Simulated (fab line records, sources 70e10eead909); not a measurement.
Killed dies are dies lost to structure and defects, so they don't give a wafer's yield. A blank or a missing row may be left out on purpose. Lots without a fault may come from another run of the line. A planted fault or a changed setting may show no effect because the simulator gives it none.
fab line records | flow nand_harc
record lots=6 wafers=18 last_day=31
route steps=1302 shown A_SGD_CUT@903 A_SLIT@922 END@1302
lots that met no fault: from a run of the same line without faults
start_h: hours from the record's first day to the start of the lot's first wafer shown | wait_h: hours since the lot's step before | " the same as in the row above | L1.1+2: a row that stands for several wafers | - no value, or no start given | * or withheld: withheld | < > ~ a bound
route shown NAME@n: a module of which the file shows steps, and the number in the route of the first | usual: mean/standard deviation of fault-free wafers | same: alike in all rows | chamber/n: place in a boat | sites: the reading at each site | _std_site: their standard deviation | _edge_site: outer sites' mean less inner sites' | radius_mm: how far each site lies from the wafer's centre | mask NAME#n: copy n | behind: the tool/chamber that last shaped the wafer | hold: why the lot was held/for how many hours/how that ended | device: the transistor (n, p or np) that didn't switch | end of line: the same wafers' tests at the end of the route | a step without rows: its recipe alone | killed: dies lost to structure and defects at the first sort, not the wafer's yield | map: a wafer's dies, x killed, . not, _ none there
set.NAME: the setting as run; set.NAME@STEP: as run at that earlier step | model.NAME: the simulator's own value behind a step, which no gauge read
lots at some steps of the route; a table a step, a row a wafer
services: from which hour (start_h, from the record's first day; less than 0 if before it) a tool's chamber was out of use, for how many hours, and why
## steps
# step NHARC_A_SGD_CUT_INSPECT_11
# usual raw_defect_count=51/28
# columns lot.wafer tool chamber start_h wait_h raw_defect_count
L627.1 defect_inspect-02 - 473.27 0.0 105
L627.5 " - " " 107
L627.6 " - " " 120
L630.3 defect_inspect-01 - 498.33 0.0 56
L630.5 " - " " 55
L630.6 " - " " 57
L636.3 defect_inspect-01 - 552.53 0.0 16
L636.4 " - " " 11
L636.5 " - " " 13
L641.2 defect_inspect-01 - 598.93 0.0 89
L641.3 " - " " 84
L641.4 " - " " 72
L640.2 defect_inspect-02 - 603.29 0.0 51
L640.4 " - " " 67
L640.6 " - " " 62
L643.3 defect_inspect-01 - 625.37 0.0 65
L643.4 " - " " 46
L643.6 " - " " 55
# step NHARC_A_SGD_CUT_DESCUM_14
# recipe time_s=3 o2_flow_sccm=200 ar_flow_sccm=0 bias_power_w=0 chemistry=O2
# step NHARC_A_SGD_CUT_ETCH_58
# recipe target_depth_a=390 over_etch_frac=0.3 time_s=65 ion_energy_ev=80 cf4_flow_sccm=150 ar_flow_sccm=0 rf_w=300 bias_w=100 chemistry=CF4
# step NHARC_A_SGD_CUT_ETCH_59
# recipe target_depth_a=2600 over_etch_frac=0.25 time_s=406.25 ion_energy_ev=200 n2_flow_sccm=150 h2_flow_sccm=150 ar_flow_sccm=0 rf_w=400 bias_w=150 chemistry=N2/H2
# usual drypump_motor_current_A=5.7/0.54 oes_product_au=0.994/0.011 rf_vpp_V=430.1/2.6 showerhead_plenum_p_Torr=2.03/0.09 throttle_valve_pct=14.172/0.0088
# same time_s=406.25
# columns lot.wafer tool chamber start_h wait_h drypump_motor_current_A oes_product_au rf_hours_counter_h rf_vpp_V showerhead_plenum_p_Torr throttle_valve_pct
L627.1 rie_diel-12 2 - - 4.8 0.988 1 429.6 2.02 14.183
L627.5 " 0 " " 5.0 0.991 - 428.5 1.98 14.180
L627.6 " 1 " " 5.8 1.002 - 432.7 2.10 14.166
L630.3 rie_diel-11 0 - - 6.6 0.996 6 427.4 1.95 14.184
L630.6 " 0 " " 6.6 0.993 - 428.4 1.95 14.176
L630.5 " 1 " " 5.8 0.988 - 425.6 1.90 14.173
L636.4 rie_diel-12 2 - - 4.8 0.987 4 430.9 2.02 14.185
L636.3 " 3 " " 6.1 0.990 4 430.2 2.05 14.176
L636.5 " 1 " " 5.8 0.997 - 432.3 2.09 14.173
L641.2 rie_diel-12 0 - - 5.0 0.990 7 427.9 1.98 14.166
L641.4 " 1 " " 5.8 1.005 7 432.7 2.09 14.180
L641.3 " 2 " " 4.8 0.981 7 430.8 2.02 14.179
L640.2 rie_diel-12 1 - - 5.8 1.009 8 431.8 2.09 14.164
L640.4 " 2 " " 4.8 0.988 7 430.0 2.02 14.185
L640.6 " 2 " " 4.9 0.981 - 428.3 2.02 14.181
L643.4 rie_diel-04 0 - - 4.9 0.999 5 428.8 1.97 14.161
L643.3 " 3 " " 6.1 0.991 5 426.3 1.92 14.165
L643.6 " 0 " " 4.9 1.007 - 429.4 1.97 14.182
# step NHARC_A_SGD_CUT_ETCH_15
# recipe target_depth_a=750 time_s=64.3 ch3f_flow_sccm=50 o2_flow_sccm=30 ar_flow_sccm=200 rf_w=500 bias_w=100 chemistry=CH3F/O2
# usual drypump_motor_current_A=5.8/0.54 oes_product_au=0.953/0.021 rf_vpp_V=263.6/1.7 showerhead_plenum_p_Torr=2.44/0.1 throttle_valve_pct=20.663/0.009
# same time_s=64.3
# columns lot.wafer tool chamber start_h wait_h drypump_motor_current_A oes_product_au rf_hours_counter_h rf_vpp_V showerhead_plenum_p_Torr throttle_valve_pct
L627.1 rie_diel-12 3 - - 6.0 0.970 1 265.2 2.47 20.669
L627.5 " 3 " " 6.0 0.961 - 263.9 2.47 20.654
L627.6 " 0 " " 5.0 0.956 - 262.1 2.39 20.660
L630.3 rie_diel-11 3 - - 5.7 0.960 5 266.7 2.62 20.665
L630.6 " 1 " " 5.8 0.963 - 262.2 2.30 20.664
L630.5 " 2 " " 6.4 0.973 - 264.6 2.49 20.676
L636.4 rie_diel-12 2 - - 4.8 0.908 5 262.9 2.44 20.657
L636.3 " 3 " " 6.0 0.917 5 262.5 2.47 20.681
L636.5 " 1 " " 5.8 0.930 - 265.4 2.52 20.659
L641.3 rie_diel-12 1 - - 5.8 0.976 8 264.7 2.52 20.657
L641.4 " 2 " " 4.8 0.974 7 264.4 2.44 20.647
L641.2 " 3 " " 6.0 0.968 7 264.8 2.47 20.673
L640.4 rie_diel-12 0 - - 5.0 0.919 8 262.2 2.39 20.659
L640.2 " 1 " " 5.8 0.937 8 264.3 2.52 20.669
L640.6 " 1 " " 5.8 0.941 - 265.6 2.52 20.666
L643.4 rie_diel-04 1 - - 5.7 0.973 6 266.2 2.63 20.657
L643.3 " 2 " " 5.9 0.970 6 263.4 2.34 20.662
L643.6 " 1 " " 5.7 0.981 - 266.0 2.63 20.648
# step NHARC_A_SGD_CUT_ETCH_16
# recipe target_depth_a=3105 time_s=155.2 c4f8_flow_sccm=withheld o2_flow_sccm=8 ar_flow_sccm=withheld rf_w=600 bias_w=800 chemistry=C4F8/O2/Ar
# usual oes_product_au=0.964/0.017 rf_vpp_V=722/4.1
# same time_s=155.2
# columns lot.wafer tool chamber start_h wait_h oes_product_au rf_hours_counter_h rf_vpp_V
L627.1 rie_diel-12 0 - - 0.968 1 722
L627.6 " 1 " " 0.987 - 725
L627.5 " 2 " " 0.964 - 722
L630.3 rie_diel-11 3 - - 0.957 5 730
L630.6 " 2 " " 0.972 - 725
L630.5 " 3 " " 0.965 - 730
L636.3 rie_diel-12 1 - - 0.956 5 727
L636.4 " 2 " " 0.935 5 722
L636.5 " 0 " " 0.954 - 721
L641.3 rie_diel-12 0 - - 0.963 7 720
L641.2 " 1 " " 0.991 8 724
L641.4 " 3 " " 0.969 7 723
L640.2 rie_diel-12 2 - - 0.929 7 724
L640.4 " 3 " " 0.929 7 723
L640.6 " 1 " " 0.951 - 725
L643.3 rie_diel-04 1 - - 0.991 6 729
L643.4 " 2 " " 0.979 6 720
L643.6 " 1 " " 0.988 - 730
# step NHARC_A_SGD_CUT_STRIP_60
# recipe c4f8_flow_sccm=withheld o2_flow_sccm=8 ar_flow_sccm=withheld bias_w=0 chemistry=C4F8/O2/Ar
# step NHARC_A_SGD_CUT_STRIP_17
# recipe o2_flow_sccm=500 ar_flow_sccm=0 bias_w=0 chemistry=O2
# step NHARC_A_SGD_CUT_PRECLEAN_18
# recipe time_s=* temp_c=50 bath_age_min=0 chemistry=SC1
# step NHARC_A_SGD_CUT_SRD_19
# step NHARC_A_SGD_CUT_DEP_20
# recipe target_thk_a=1500 temp_c=65 material=SiO2
# step NHARC_A_SGD_CUT_ANNEAL_27
# recipe temp_c=450 time_s=1800
# step NHARC_A_SGD_CUT_CMP_21
# recipe target_thk_nm=148.19
# usual motor_current_A=12.1/1.1 pad_life_wafers=194/110 time_to_endpoint_s=51/3.3
# columns lot.wafer tool chamber start_h wait_h motor_current_A pad_life_wafers time_to_endpoint_s
L627.1 cmp-04 1 479.54 0.4 12.1 267 48
L627.5 " 2 " " 14.2 - 53
L627.6 " 3 " " 11.7 - 51
L630.3 cmp-04 2 502.43 0.4 14.4 351 54
L630.6 " 3 " " 12.2 - 55
L630.5 " 0 " " 11.7 - 57
L636.3 cmp-03 0 558.18 0.4 10.0 1 53
L636.4 " 1 " " 11.8 2 49
L636.5 " 0 " " 10.3 - 54
L641.3 cmp-04 0 606.53 0.4 12.4 0 59
L641.4 " 1 " " 11.9 1 48
L641.2 " 3 " " 11.7 3 51
L640.4 cmp-03 2 606.53 0.4 10.7 168 44
L640.2 " 0 " " 10.2 170 50
L640.6 " 3 " " 13.5 - 52
L643.3 cmp-03 3 631.05 0.4 12.9 277 50
L643.4 " 1 " " 11.6 279 49
L643.6 " 2 " " 11.0 - 46
# step NHARC_A_SGD_CUT_THK_MEAS_22
# recipe thk_meas_gauge=ellipsometry
# usual thk_nm=148.3/1.6
# columns lot.wafer tool chamber start_h wait_h thk_nm
L627.1 film_metro-02 - 479.72 0.2 149.9
L627.5 " - " " 148.6
L627.6 " - " " 148.7
L630.3 film_metro-02 - 502.61 0.2 149.6
L630.5 " - " " 150.3
L630.6 " - " " 149.6
L636.3 film_metro-02 - 558.41 0.2 150.1
L636.4 " - " " 148.4
L636.5 " - " " 150.5
L641.2 film_metro-02 - 606.78 0.2 146.7
L641.3 " - " " 149.9
L641.4 " - " " 148.7
L640.2 film_metro-01 - 606.78 0.2 148.0
L640.4 " - " " 144.5
L640.6 " - " " 148.0
L643.3 film_metro-02 - 631.28 0.2 148.0
L643.4 " - " " 146.6
L643.6 " - " " 146.3
# step NHARC_A_SGD_CUT_SRD_23
# step NHARC_A_SGD_CUT_ETCH_26
# recipe target_depth_a=458 chemistry=dHF material=SiO2
# step NHARC_A_SGD_CUT_ETCHBACK_24
# recipe target_depth_a=500 over_etch_frac=0.3 time_s=92.857 ion_energy_ev=120 ch3f_flow_sccm=50 o2_flow_sccm=30 ar_flow_sccm=200 rf_w=500 bias_w=100 chemistry=CH3F/O2
# usual drypump_motor_current_A=5.7/0.53 oes_product_au=0.97/0.036 rf_vpp_V=243.8/1.8 showerhead_plenum_p_Torr=2.43/0.1 throttle_valve_pct=20.665/0.0091
# same time_s=92.857
# columns lot.wafer tool chamber start_h wait_h drypump_motor_current_A oes_product_au rf_hours_counter_h rf_vpp_V showerhead_plenum_p_Torr throttle_valve_pct
L627.1 rie_diel-04 2 479.99 0.2 5.9 0.99 6 244.3 2.34 20.668
L627.6 " 0 " " 4.9 1.01 - 242.5 2.38 20.676
L627.5 " 2 " " 6.0 0.98 - 243.6 2.34 20.660
L630.3 rie_diel-12 1 502.87 0.2 5.8 1.01 3 245.5 2.52 20.673
L630.5 " 2 " " 4.8 1.01 - 241.7 2.44 20.673
L630.6 " 3 " " 6.0 0.99 - 245.3 2.47 20.668
L636.4 rie_diel-04 1 558.65 0.2 5.8 1.01 1 244.7 2.63 20.662
L636.3 " 3 " " 6.1 1.01 1 241.0 2.33 20.651
L636.5 " 0 " " 4.9 0.99 - 243.7 2.38 20.671
L641.2 rie_diel-11 2 607.01 0.1 6.4 1.02 16 245.5 2.49 20.671
L641.4 " 3 " " 5.7 1.00 15 247.0 2.61 20.651
L641.3 " 1 " " 5.8 0.98 16 241.9 2.30 20.663
L640.2 rie_diel-04 2 607.02 0.2 6.0 0.99 5 242.7 2.34 20.660
L640.4 " 3 " " 6.1 1.00 4 244.2 2.33 20.686
L640.6 " 1 " " 5.7 1.01 - 246.8 2.63 20.670
L643.4 rie_diel-11 0 631.53 0.2 6.6 0.97 1 242.6 2.36 20.664
L643.3 " 1 " " 5.8 0.99 1 242.1 2.30 20.650
L643.6 " 2 " " 6.4 1.00 - 245.5 2.49 20.660
# step NHARC_A_SGD_CUT_STRIP_28
# recipe time_s=20 o2_flow_sccm=500 ar_flow_sccm=0 bias_w=0 chemistry=O2
# usual drypump_motor_current_A=5.8/0.53 oes_product_au=0.994/0.011 rf_vpp_V=57.8/0.86 showerhead_plenum_p_Torr=3.49/0.14 throttle_valve_pct=17.037/0.0095
# same time_s=20
# columns lot.wafer tool chamber start_h wait_h drypump_motor_current_A oes_product_au rf_hours_counter_h rf_vpp_V showerhead_plenum_p_Torr throttle_valve_pct
L627.1 rie_diel-04 0 480.12 0.1 4.9 1.003 7 57.5 3.43 17.035
L627.5 " 3 " " 6.1 0.992 - 57.6 3.35 17.030
L627.6 " 2 " " 5.9 1.001 - 56.6 3.37 17.033
L630.3 rie_diel-12 2 - - 4.8 0.987 3 57.6 3.50 17.032
L630.5 " 2 " " 4.8 0.986 - 58.2 3.50 17.033
L630.6 " 3 " " 6.1 0.981 - 57.9 3.54 17.043
L636.3 rie_diel-04 3 - - 6.1 1.001 1 56.8 3.35 17.048
L636.4 " 0 " " 4.9 0.994 1 58.8 3.42 17.045
L636.5 " 3 " " 6.1 1.001 - 57.5 3.35 17.046
L640.2 rie_diel-04 3 - - 6.1 0.990 4 57.2 3.35 17.031
L640.4 " 1 " " 5.7 1.021 5 57.9 3.76 17.027
L640.6 " 3 " " 6.1 0.993 - 57.6 3.35 17.031
L641.2 rie_diel-11 3 - - 5.7 0.987 15 58.7 3.74 17.037
L641.4 " 1 " " 5.8 0.978 16 56.7 3.30 17.029
L641.3 " 2 " " 6.4 1.014 17 59.4 3.57 17.065
L643.4 rie_diel-11 3 - - 5.7 1.006 1 58.6 3.74 17.039
L643.3 " 1 " " 5.8 0.998 1 58.0 3.30 17.041
L643.6 " 3 " " 5.7 1.000 - 57.6 3.74 17.039
# step NHARC_A_SGD_CUT_INSPECT_25
# usual raw_defect_count=381/87
# columns lot.wafer tool chamber start_h wait_h raw_defect_count
L627.1 defect_inspect-02 - 480.22 - 478
L627.5 " - " " 418
L627.6 " - " " 393
L630.3 defect_inspect-02 - 503.53 - 364
L630.5 " - " " 474
L630.6 " - " " 317
L636.3 defect_inspect-02 - 558.87 - 241
L636.4 " - " " 344
L636.5 " - " " 304
L640.2 defect_inspect-02 - 607.25 - 714
L640.4 " - " " 935
L640.6 " - " " 736
L641.2 defect_inspect-01 - 607.25 - 428
L641.3 " - " " 366
L641.4 " - " " 427
L643.3 defect_inspect-02 - 631.75 - 722
L643.4 " - " " 713
L643.6 " - " " 868
# step NHARC_A_SLIT_DEP_25
# recipe target_thk_a=2000 temp_c=400 pressure_torr=6.5 rf_w=900 teos_flow_sccm=161.4 flow_sccm=2650 target_thk_nm=200 gas=O2 material=SiO2
# step NHARC_END_SORT_01
# recipe temp_c=25
# usual killed_at_array=58/22 killed_at_other=1.0/1.3 killed_at_periphery=5/3.4 killed_dies=64/22 killed_open=3.6/1.8 killed_short=2.4/1.7
# same gross_dies=677
# columns lot.wafer tool chamber start_h wait_h killed_at_array killed_at_other killed_at_periphery killed_dies killed_open killed_short
L636.3 prober-01 0 678.95 3.0 23 0 3 26 4 4
L636.4 prober-01 0 679.74 3.3 24 0 5 29 6 5
L636.5 prober-01 0 680.52 3.6 22 0 2 24 4 1
L640.2 prober-01 0 719.11 2.8 298 1 2 301 2 1
L640.4 prober-01 0 720.73 3.4 335 1 4 340 3 2
L640.6 prober-01 0 722.35 4.0 330 1 1 332 2 0
L643.3 prober-02 0 751.67 3.1 336 2 8 346 6 2
L643.4 prober-02 0 752.48 3.4 334 0 9 343 3 2
L643.6 prober-02 0 754.08 4.0 322 0 7 329 2 2
# killed by level:class
L636.3 A_CHANNEL_HOLE_D1:chamber_film_flake=7 A_CONTACT:chamber_film_flake=3 A_M0:chamber_film_flake=3 P_GATE:geometric_particle:open=1 P_CONTACT:geometric_particle:open=1 A_CHANNEL_FILL_D1:geometric_particle:short=1 A_ONON_D2:geometric_particle:short=1 A_CHANNEL_FILL_D2:geometric_particle:open=1
L636.4 A_CHANNEL_HOLE_D1:chamber_film_flake=5 A_CONTACT:chamber_film_flake=4 A_STAIRCASE:chamber_film_flake=2 A_SLIT:chamber_film_flake=2 A_M0:chamber_film_flake=2 P_GATE:geometric_particle:short=1 P_GATE:geometric_particle:open=1 P_CONTACT:geometric_particle:open=1
L636.5 A_CHANNEL_HOLE_D1:chamber_film_flake=9 A_SLIT:chamber_film_flake=5 A_CONTACT:chamber_film_flake=2 P_CONTACT:geometric_particle:open=1 P_M1:geometric_particle:open=1 A_DECK1_JOINT:geometric_particle:short=1 A_WL_FILL:geometric_particle:open=1 A_CONTACT:geometric_particle:open=1
L640.2 A_SGD_CUT:unspecified=237 A_SLIT:chamber_film_flake=28 A_CHANNEL_HOLE_D1:chamber_film_flake=20 A_CONTACT:chamber_film_flake=4 A_STAIRCASE:chamber_film_flake=3 A_ONON_D1:geometric_particle:open=2 P_BONDPAD:chamber_film_flake=2 A_SGD_CUT:geometric_particle:short=1
L640.4 A_SGD_CUT:unspecified=260 A_CHANNEL_HOLE_D1:chamber_film_flake=35 A_SLIT:chamber_film_flake=28 A_BONDPAD:chamber_film_flake=4 A_DECK1_JOINT:geometric_particle:open=2 P_GATE:chamber_film_flake=2 A_CONTACT:chamber_film_flake=2 P_STI:geometric_particle:short=1
L640.6 A_SGD_CUT:unspecified=273 A_CHANNEL_HOLE_D1:chamber_film_flake=26 A_SLIT:chamber_film_flake=23 A_CONTACT:chamber_film_flake=2 P_M0:geometric_particle:open=1 A_M0:geometric_particle:open=1 THIN_TSV:chamber_film_flake=1 A_CHANNEL_FILL_D1:chamber_film_flake=1
L643.3 A_SGD_CUT:unspecified=263 A_SLIT:chamber_film_flake=22 A_CHANNEL_HOLE_D2:chamber_film_flake=21 A_STAIRCASE:chamber_film_flake=7 A_CHANNEL_HOLE_D1:chamber_film_flake=6 A_ZERO_WELL:chamber_film_flake=5 P_M2:chamber_film_flake=4 A_CONTACT:chamber_film_flake=3
L643.4 A_SGD_CUT:unspecified=256 A_SLIT:chamber_film_flake=32 A_CHANNEL_HOLE_D2:chamber_film_flake=15 A_CHANNEL_HOLE_D1:chamber_film_flake=6 A_STAIRCASE:chamber_film_flake=6 A_CONTACT:chamber_film_flake=6 A_WL_FILL:chamber_film_flake=4 P_STI:chamber_film_flake=3
L643.6 A_SGD_CUT:unspecified=272 A_SLIT:chamber_film_flake=17 A_CHANNEL_HOLE_D2:chamber_film_flake=14 A_CONTACT:chamber_film_flake=5 A_CHANNEL_HOLE_D1:chamber_film_flake=3 P_M2:chamber_film_flake=3 A_STAIRCASE:chamber_film_flake=3 P_STI:chamber_film_flake=2
# map L640.4 (x killed, . not)
____________.____________
_________.x...x._________
_______.x..x...xx._______
______....x.x.x..x.______
_____...x.x.xx.x.x.._____
____.x..xx..x.......x____
____..x.x..x.xx...xxx____
___x..x...x.x...xx.xx.___
___.xxxxx..x....x.x...___
__.xxx...x....xxxx..xx.__
__xxxx....x......x...xx__
_......x.x.x.xxxx.xx...._
_xx.x...x..xx...x..x...x_
_xxx......x.xx.x.x.x.xxx_
_.xxx.xx.x...xxx...xxxxx_
_x....x..xx.xxxx.xxxx.xx_
x........xx.xxxxxxx..x.x.
.x...xx...xxxxxxx.x...x..
....x...xx.xxxxx..xxx.xxx
..x...xx.xxxxx...x.x...xx
x.x..x.....xxxx.xxxxxx.x.
_xx..x.xxx..xxxx.xx..x.x_
_..x.xx..xxxxxxx.x.....x_
_xxx.x..xx.xxx.x.xxxxx.x_
_.xx...x....xxxxx.x...xx_
_x......x.xxxx.xxx..xxx._
__.....x.xxxxxxx.....xx__
__.x.....xxxxxxx..xxxxx__
___x..x.xx.xxxxx..xx..___
___.xxxxx.xxxx.xxxxx.x___
____x.xxx.xx.xxx...x.____
____xx...xx.xx.x.xx..____
_____x..x.x.x..xx..._____
______xx.x.x..xxxx.______
_______x.x.xxx.x.._______
_________.x..x.._________
____________.____________
# map L643.3 (x killed, . not)
____________x____________
_________.x..x.._________
_______xx..xx....._______
______x....xxx..x..______
_____x.....xxx.....x_____
____xxx..x.x.x.x....x____
____.x...xx.x.....x..____
___x.x..xx...x.....x..___
___.x.xxx.xxx.....xxxx___
__x.x.x....xx....x.x.xx__
__xx....x.......x..xx.x__
_xxxx..xxxx..x.xx......._
_xxxxxxxx...xx.xx..x.x.x_
_x.xxx.x.xx.xx..xx.x.x.x_
_.x....x.x.....x.x...x.._
_.xx.x...xxxx.xx.x.x.x.._
x....x.x.x......xxxx....x
.x.xx.xxxxxxxxx.xxxxx....
xxxx.....xx.xx.x.xx.....x
x..xx....xxxx....xxx.x.x.
x..xxx..x..x..x..xx..xxx.
_..xx....xx.x.x.x.xxxxxx_
_.xxx...xxx.xx..x..xx..._
_xxxxxxx.xxxxx..x..x.x.._
_..xxxxx..x.x.xx.xx.xxx._
_xxxx.x..xxxxx.xx..x...._
__xxxxx.x..xxxxxx..xxxx__
__xxxxxx.xxxxxxxx..x.x.__
___xx....x.xxxxxx..xx.___
___....xxxxxxxxxx.....___
____.x..x...xxxxx...x____
____x.xx..xxxxxxx.xxx____
_____..x.x.x..xx.x.._____
______.xx.x....x.x.______
_______xxxxxx..xxx_______
_________x..x.x._________
____________.____________
## services
# columns tool chamber start_h hours kind
rie_diel-12 0 454.40 - clean
rie_diel-12 1 454.40 - clean
rie_diel-12 2 454.40 - clean
rie_diel-12 3 454.40 - clean
cmp-03 - 454.58 1.0 repair
cmp-03 - 456.15 4.0 pm
rie_diel-11 3 458.87 7.3 repair
cmp-04 - 461.39 1.3 repair
cmp-04 - 463.52 0.4 repair
cmp-03 - 471.85 0.6 repair
rie_diel-04 1 478.88 7.9 repair
rie_diel-12 0 478.90 - clean
rie_diel-12 1 478.90 - clean
rie_diel-12 2 478.90 - clean
cmp-04 - 503.29 4.0 pm
rie_diel-04 0 514.50 6.3 repair
rie_diel-04 - 531.95 9.0 pm
cmp-03 - 554.15 4.0 pm
rie_diel-11 0 583.12 2.5 repair
rie_diel-04 3 593.63 9.0 repair
cmp-04 - 601.29 4.0 pm
rie_diel-11 - 609.50 9.0 pm
cmp-04 - 614.39 1.5 repair
rie_diel-12 - 622.40 9.0 pm
## key
first_sign step=NHARC_A_SGD_CUT_INSPECT_25 reading=raw_defect_count direction=up sigmas=4.6 usual=381 struck=781
effect step=NHARC_END_SORT_01 reading=killed_at_array direction=up sigmas=12 usual=58 struck=326
more_kills_born_at NHARC_A_SGD_CUT_CMP_21@cmp-03=1561
met_at NHARC_A_SGD_CUT_CMP_21
struck_wafers L640.2,L640.4,L640.6,L643.3,L643.4,L643.6
tester_left_out L640,L643
onset_between 558.18 606.53
fault kind=chamber_particle_source tool=cmp-03 chamber=- onset_h=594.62 steps=NHARC_A_SGD_CUT_CMP_21 rate_per_visit_cm2=0.57295 end_h=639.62
# tester_left_out: of these lots the tester's yield and bins aren't shown, on N5 and GAA mostly nor the transistor test; their killed dies are dies lost to structure and defects alone, not to doping, threshold or leakage, so they don't give the yield
